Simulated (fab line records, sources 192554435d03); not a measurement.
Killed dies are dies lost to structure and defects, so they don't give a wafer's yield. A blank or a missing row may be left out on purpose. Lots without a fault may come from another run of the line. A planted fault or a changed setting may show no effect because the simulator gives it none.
Which tool did it? | flow n5_finfet | 7 lots, 19 wafers sampled, at 8 steps of a route of 1938

WHAT THE GAUGES READ, wafer by wafer
N5_BEOL_M10_OCD_MEAS_38.
lot  | measured     | on     | trench_depth_nm (nm)
L279 | day 11 22:33 | ocd-02 | 143.3 145.1 149.5
L281 | day 12 12:17 | ocd-02 | 147.8 147.2 144.9
L286 | day 14 09:43 | ocd-02 | 147.3 144.0 146.4
L297 | day 17 01:20 | ocd-01 | 147.1 130.9
L296 | day 17 06:34 | ocd-02 | 141.9 127.3
L301 | day 17 20:12 | ocd-02 | 149.8 145.3 150.8
L302 | day 18 03:13 | ocd-01 | 143.3 144.8 144.1

N5_BEOL_M10_THK_MEAS_53: measures by xrf.
lot  | measured     | on            | M10_THK (nm)
L279 | day 12 02:20 | film_metro-01 | 136.3 136.7 139.8
L281 | day 12 15:29 | film_metro-02 | 138.3 139.8 137.5
L286 | day 14 12:14 | film_metro-01 | 137.4 134.5 138.1
L297 | day 17 05:54 | film_metro-02 | 138.6 120.8
L296 | day 17 09:32 | film_metro-02 | 133.7 116.9
L301 | day 17 22:42 | film_metro-02 | 135.7 130.4 137.3
L302 | day 18 05:39 | film_metro-01 | 131.6 137.2 134.2

N5_BEOL_M10_RS_MEAS_57: measures by four-point-probe.
lot  | measured     | on            | M10_RS (ohm/sq)
L279 | day 12 02:28 | film_metro-02 | 0.156 0.154 0.150
L281 | day 12 15:37 | film_metro-02 | 0.152 0.150 0.153
L286 | day 14 12:23 | film_metro-01 | 0.153 0.157 0.153
L297 | day 17 06:02 | film_metro-02 | 0.152 0.177
L296 | day 17 09:40 | film_metro-02 | 0.158 0.183
L301 | day 17 22:52 | film_metro-02 | 0.153 0.160 0.151
L302 | day 18 05:47 | film_metro-02 | 0.160 0.154 0.158

N5_BEOL_M15_RC_MEAS_101.
lot  | measured     | on        | COMB_M10 (S/m)          | COMB_M11 (S/m)          | COMB_M12 (S/m)          | COMB_M13 (S/m)          | COMB_M14 (S/m)          | COMB_M15 (S/m)          | COMB_M5 (S/m)           | COMB_M6 (S/m)           | COMB_M7 (S/m)           | COMB_M8 (S/m)           | COMB_M9 (S/m)              | SERP_M10 (ohm/um) | SERP_M10_max_site (ohm/um) | SERP_M11 (ohm/um) | SERP_M11_max_site (ohm/um) | SERP_M12 (ohm/um) | SERP_M13 (ohm/um) | SERP_M14 (ohm/um) | SERP_M14_max_site (ohm/um) | SERP_M5 (ohm/um) | SERP_M6 (ohm/um) | SERP_M7 (ohm/um) | SERP_M8 (ohm/um) | SERP_M9 (ohm/um)
L279 | day 13 06:10 | prober-01 | 1.6e-11 1.4e-11 2e-11   | 1.6e-11 1.3e-11 1.5e-11 | 5.8e-12 7.5e-12 8.4e-12 | 4.3e-12 6.7e-12 4.4e-12 | 3.2e-12 3.4e-12 3.2e-12 | 4e-12 3.8e-12 3.2e-12   | 2.8e-11 5.1e-11 4.4e-11 | 2.1e-11 2.4e-11 2.2e-11 | 2.9e-11 2.8e-11 2.3e-11 | 2.5e-11 3.7e-11 3.2e-11 | 1.55e-11 1.26e-11 1.46e-11 | 3.20 3.13 2.92    | 3.30 3.20 3.04             | 2.99 3.03 3.09    | 3.06 3.08 3.12             | 0.677 0.666 0.632 | 0.313 0.305 0.312 | 0.168 0.168 0.169 | 0.170 0.170 0.172          | 38.1 41.3 40.0   | 13.2 13.6 13.4   | 13.6 13.7 13.3   | 14.5 14.4 14.4   | 2.99 2.95 3.02
L281 | day 13 21:38 | prober-02 | 1.9e-11 1.4e-11 1.3e-11 | 1.3e-11 2.1e-11 1.9e-11 | 6.8e-12 6e-12 6.1e-12   | 3.8e-12 4.8e-12 5.7e-12 | 2.6e-12 3.6e-12 3e-12   | 1.7e-12 2.6e-12 1.8e-12 | 4.3e-11 2.4e-11 4e-11   | 2.4e-11 3.1e-11 2.1e-11 | 2.3e-11 2.5e-11 2.6e-11 | 1.9e-11 1.9e-11 3e-11   | 1.56e-11 2.12e-11 9.3e-12  | 3.10 2.98 3.05    | 3.12 3.18 3.14             | 3.14 3.13 3.03    | 3.18 3.19 3.12             | 0.664 0.644 0.662 | 0.313 0.304 0.303 | 0.161 0.163 0.169 | 0.164 0.164 0.170          | 42.7 37.5 39.9   | 12.9 13.6 13.3   | 13.0 14.1 13.2   | 13.9 13.6 14.6   | 2.96 2.94 2.87
L286 | day 16 02:10 | prober-02 | 1.6e-11 1.6e-11 1.3e-11 | 2.1e-11 1.8e-11 1.3e-11 | 6.8e-12 8e-12 7.1e-12   | 4.9e-12 5.4e-12 4.9e-12 | 3.4e-12 3.7e-12 4.6e-12 | 1.8e-12 1.8e-12 1.9e-12 | 2.5e-11 3.6e-11 3.2e-11 | 1.9e-11 1.8e-11 3.4e-11 | 2.6e-11 3e-11 2.3e-11   | 2.3e-11 2.5e-11 2.4e-11 | 1.21e-11 9.2e-12 1.18e-11  | 3.11 3.24 3.11    | 3.18 3.34 3.23             | 3.15 3.17 3.11    | 3.22 3.20 3.18             | 0.651 0.604 0.652 | 0.312 0.315 0.324 | 0.162 0.164 0.164 | 0.165 0.165 0.165          | 37.1 37.8 38.6   | 13.9 13.8 14.4   | 12.9 13.5 13.9   | 14.0 14.9 13.8   | 3.04 3.02 3.06
L297 | day 18 16:09 | prober-02 | 1e-11 1e-11             | 1.7e-11 1.2e-11         | 4.8e-12 4.5e-12         | 3e-12 4.5e-12           | 3.5e-12 3.1e-12         | 3.2e-12 4.2e-12         | 3.3e-11 4.1e-11         | 1.8e-11 1.7e-11         | 2.7e-11 2.7e-11         | 2.2e-11 2.2e-11         | 8.9e-12 1.19e-11           | 3.10 3.61         | 3.25 3.80                  | 3.10 3.03         | 3.22 3.12                  | 0.644 0.635       | 0.303 0.313       | 0.160 0.166       | 0.162 0.169                | 38.2 39.6        | 14.4 14.5        | 13.5 13.1        | 14.4 13.8        | 3.04 3.06
L296 | day 18 16:40 | prober-01 | 1.3e-11 1.6e-11         | 1.2e-11 1.2e-11         | 6.6e-12 6.3e-12         | 5e-12 6.5e-12           | 4.8e-12 4.3e-12         | 2.9e-12 2.8e-12         | 4.6e-11 3.4e-11         | 2.8e-11 3.2e-11         | 2.5e-11 2.2e-11         | 3e-11 2.6e-11           | 1.47e-11 1.04e-11          | 3.21 3.70         | 3.30 3.81                  | 2.96 3.00         | 3.11 3.16                  | 0.653 0.664       | 0.311 0.310       | 0.163 0.160       | 0.166 0.162                | 38.2 39.5        | 14.3 13.8        | 12.8 13.7        | 13.9 14.6        | 3.15 3.11
L301 | day 19 12:50 | prober-02 | 1.9e-11 1.4e-11 1.4e-11 | 1.4e-11 1.2e-11 1.7e-11 | 6.5e-12 4.1e-12 7.6e-12 | 4.1e-12 4.4e-12 3.1e-12 | 3.6e-12 3.7e-12 2.5e-12 | 2.5e-12 2.1e-12 2.1e-12 | 5.9e-11 5.8e-11 4.6e-11 | 1.4e-11 3.7e-11 4.1e-11 | 2.4e-11 3e-11 2.1e-11   | 2.9e-11 4.4e-11 3.3e-11 | 1.25e-11 1.39e-11 1.62e-11 | 3.11 3.23 3.07    | 3.17 3.29 3.11             | 3.09 3.04 2.97    | 3.15 3.10 3.20             | 0.617 0.644 0.652 | 0.317 0.314 0.314 | 0.160 0.162 0.159 | 0.162 0.164 0.160          | 36.5 37.0 36.5   | 14.7 14.5 14.8   | 13.9 14.1 14.0   | 14.5 14.4 14.3   | 3.04 2.97 2.96
L302 | day 19 14:56 | prober-02 | 1.3e-11 1.2e-11 1.6e-11 | 1.2e-11 1.5e-11 1.6e-11 | 4e-12 6.8e-12 5.4e-12   | 3.8e-12 5.1e-12 5.1e-12 | 3.8e-12 3.8e-12 2.9e-12 | 2.4e-12 2e-12 3e-12     | 3.6e-11 3.1e-11 2.7e-11 | 2.9e-11 3.6e-11 2.7e-11 | 3.2e-11 3.3e-11 2.9e-11 | 1.6e-11 2.4e-11 2.9e-11 | 2.12e-11 1.34e-11 1.34e-11 | 3.32 3.11 3.20    | 3.35 3.18 3.26             | 3.15 3.09 3.03    | 3.21 3.15 3.07             | 0.641 0.654 0.637 | 0.314 0.306 0.309 | 0.161 0.164 0.165 | 0.164 0.165 0.166          | 40.1 42.1 40.7   | 14.5 13.8 15.6   | 14.1 13.7 14.3   | 14.3 14.1 14.8   | 3.10 3.01 3.02

WHICH TOOL RAN EACH LOT (tool, then ch and the chambers of the sampled wafers, then the start)
lot  | N5_BEOL_M10_ETCH_62                | N5_BEOL_M10_TRENCH_ETCH_37         | N5_BEOL_M10_ETCH_41                           | N5_BEOL_M10_SPUTTER_48
L279 | rie_diel-03 ch 0,2,3, day 11 21:05 | rie_diel-01 ch 0,1,2, day 11 22:22 | rie_diel-01 ch 0,1,3, day 11 22:33 or earlier | pvd_sputter-02, day 12 01:12
L281 | rie_diel-04 ch 0,2,3, day 12 10:18 | rie_diel-04 ch 1,2,3, day 12 12:06 | rie_diel-04 ch 1,2,3, day 12 12:17 or earlier | pvd_sputter-01, day 12 13:46
L286 | rie_diel-04 ch 0,1,2, day 14 07:48 | rie_diel-04 ch 0,2,3, day 14 09:31 | rie_diel-04 ch 0,2,3, day 14 09:43 or earlier | pvd_sputter-01, day 14 11:25
L297 | rie_diel-04 ch 2, day 16 23:51     | rie_diel-04 ch 1,2, day 17 01:10   | rie_diel-04 ch 1,2, day 17 01:20 or earlier   | pvd_sputter-01, day 17 05:04
L296 | rie_diel-04 ch 1,2, day 17 03:07   | rie_diel-04 ch 0,1, day 17 06:23   | rie_diel-04 ch 0,1, day 17 06:34 or earlier   | pvd_sputter-03, day 17 08:06
L301 | rie_diel-03 ch 0,1,3, day 17 17:59 | rie_diel-01 ch 0,1, day 17 20:01   | rie_diel-01 ch 0,1, day 17 20:12 or earlier   | pvd_sputter-02, day 17 21:42
L302 | rie_diel-03 ch 1,3, day 18 00:35   | rie_diel-03 ch 1,2, day 18 03:02   | rie_diel-03 ch 1,2, day 18 03:13 or earlier   | pvd_sputter-02, day 18 04:48
- N5_BEOL_M10_ETCH_62: etches SOC in N2/H2, target depth 110 nm, overetch 22 nm, time 165 s.
- N5_BEOL_M10_TRENCH_ETCH_37: etches SiCOH lowk in C4F6/O2, target depth 148.83 nm, time 48 s.
- N5_BEOL_M10_ETCH_41: etches SiCN in CH3F/O2, target depth 42.6 nm, time 86 s.
- N5_BEOL_M10_SPUTTER_48: material Cu, target thk 12 nm, time 2 s.

WHAT THE TOOLS THEMSELVES READ (means of the sampled wafers that have a number; where no wafer has one, the mark that the record gives instead)
N5_BEOL_M10_ETCH_62.
lot  | tool        | bias_w (W) | drypump_motor_current_A (A) | oes_product_au (a.u.) | rf_vpp_V (V) | showerhead_plenum_p_Torr (Torr) | throttle_valve_pct (%)
L279 | rie_diel-03 | 149.8      | 5.8                         | 0.69                  | 524.5        | 2.60                            | 17.7
L281 | rie_diel-04 | 149.5      | 5.6                         | 0.67                  | 523.9        | 2.54                            | 17.9
L286 | rie_diel-04 | 149.7      | 6.0                         | 0.63                  | 522.8        | 2.51                            | 18.1
L297 | rie_diel-04 | 149.6      | 5.6                         | 0.80                  | 528.5        | 2.71                            | 17.8
L296 | rie_diel-04 | 150.0      | 6.0                         | 0.74                  | 525.6        | 2.65                            | 17.8
L301 | rie_diel-03 | 150.4      | 5.8                         | 0.73                  | 525.1        | 2.63                            | 17.6
L302 | rie_diel-03 | 149.7      | 6.1                         | 0.73                  | 525.0        | 2.59                            | 17.6

N5_BEOL_M10_TRENCH_ETCH_37.
lot  | tool        | bias_w (W) | drypump_motor_current_A (A) | oes_product_au (a.u.) | rf_vpp_V (V) | showerhead_plenum_p_Torr (Torr) | throttle_valve_pct (%)
L279 | rie_diel-01 | 184.9      | 6.2                         | 0.76                  | 662          | 2.80                            | 21.2
L281 | rie_diel-04 | 185.3      | 5.7                         | 0.82                  | 690          | 2.88                            | 20.8
L286 | rie_diel-04 | 184.8      | 5.6                         | 0.75                  | 682          | 2.85                            | 21.1
L297 | rie_diel-04 | 185.3      | 6.0                         | 0.84                  | 690          | 2.96                            | 20.9
L296 | rie_diel-04 | 184.9      | 6.2                         | 0.71                  | 672          | 2.85                            | 21.1
L301 | rie_diel-01 | 184.9      | 6.0                         | 0.85                  | 664          | 2.79                            | 21.0
L302 | rie_diel-03 | 185.2      | 5.2                         | 0.77                  | 669          | 2.82                            | 20.6

N5_BEOL_M10_ETCH_41.
lot  | tool        | bias_w (W) | drypump_motor_current_A (A) | oes_product_au (a.u.) | rf_vpp_V (V) | showerhead_plenum_p_Torr (Torr) | throttle_valve_pct (%)
L279 | rie_diel-01 | 74.91      | 6.0                         | 0.81                  | 296.9        | 1.99                            | 16.3
L281 | rie_diel-04 | 75.02      | 5.7                         | 0.83                  | 296.7        | 2.02                            | 16.1
L286 | rie_diel-04 | 75.08      | 5.6                         | 0.76                  | 297.3        | 2.00                            | 16.4
L297 | rie_diel-04 | 74.84      | 6.0                         | 0.87                  | 298.1        | 2.08                            | 16.1
L296 | rie_diel-04 | 74.97      | 6.2                         | 0.74                  | 297.2        | 2.00                            | 16.5
L301 | rie_diel-01 | 74.89      | 6.0                         | 0.85                  | 296.8        | 1.96                            | 16.4
L302 | rie_diel-03 | 75.25      | 5.2                         | 0.79                  | 297.0        | 1.99                            | 16.1

N5_BEOL_M10_SPUTTER_48.
lot  | tool           | throttle_valve_pct (%)
L279 | pvd_sputter-02 | 30.5
L281 | pvd_sputter-01 | 30.2
L286 | pvd_sputter-01 | 29.5
L297 | pvd_sputter-01 | 28.6
L296 | pvd_sputter-03 | 30.6
L301 | pvd_sputter-02 | 30.5
L302 | pvd_sputter-02 | 30.6

THE ANSWER, worked out from the rows above alone
Rule: what is usual is taken from the lots themselves. Put in order of their means at a reading, lots are off if they are a third of the lots or fewer, leave a main group of 4 or more, and stand apart from it by a gap of 3 or more times the standard deviation of the main group's means; of several such gaps the widest counts. A main group whose means are all the same, to the digits that the tables above print for the reading, isn't used. A lot without any number at a reading at which 4 lots or more have one is off too. The other lots that the step has rows for count as sound. The gauges are gone through in route order, then the tools' own readings, and for those a lot's mean is taken as printed above. The first step at which some lot is off is used, and at that step the reading that is off furthest; a lot without a number counts as furthest.
Off: L297, L296, at N5_BEOL_M10_OCD_MEAS_38 (trench_depth_nm). The main group: mean 146.2 nm, standard deviation 1.5.
A tool fits if, at a process step before that reading, it ran every lot that is off, and no sound lot after the first of them. The gauges at N5_BEOL_M10_OCD_MEAS_38 aren't tried: what is off there is off at N5_BEOL_M10_RS_MEAS_57 too, on other tools, and a gauge's error can't cause that. N5_BEOL_M10_ETCH_41 gives no start for some lots, so the hours and the order of its lots are those of N5_BEOL_M10_OCD_MEAS_38. One fits: rie_diel-04 at N5_BEOL_M10_ETCH_62 and N5_BEOL_M10_TRENCH_ETCH_37 and N5_BEOL_M10_ETCH_41. At N5_BEOL_M10_ETCH_62 its last sound lot is L286 (day 14 07:48), its first lot that is off L297 (day 16 23:51): a fault that began between those two fits.

WHAT THE SIMULATOR HAD PUT IN
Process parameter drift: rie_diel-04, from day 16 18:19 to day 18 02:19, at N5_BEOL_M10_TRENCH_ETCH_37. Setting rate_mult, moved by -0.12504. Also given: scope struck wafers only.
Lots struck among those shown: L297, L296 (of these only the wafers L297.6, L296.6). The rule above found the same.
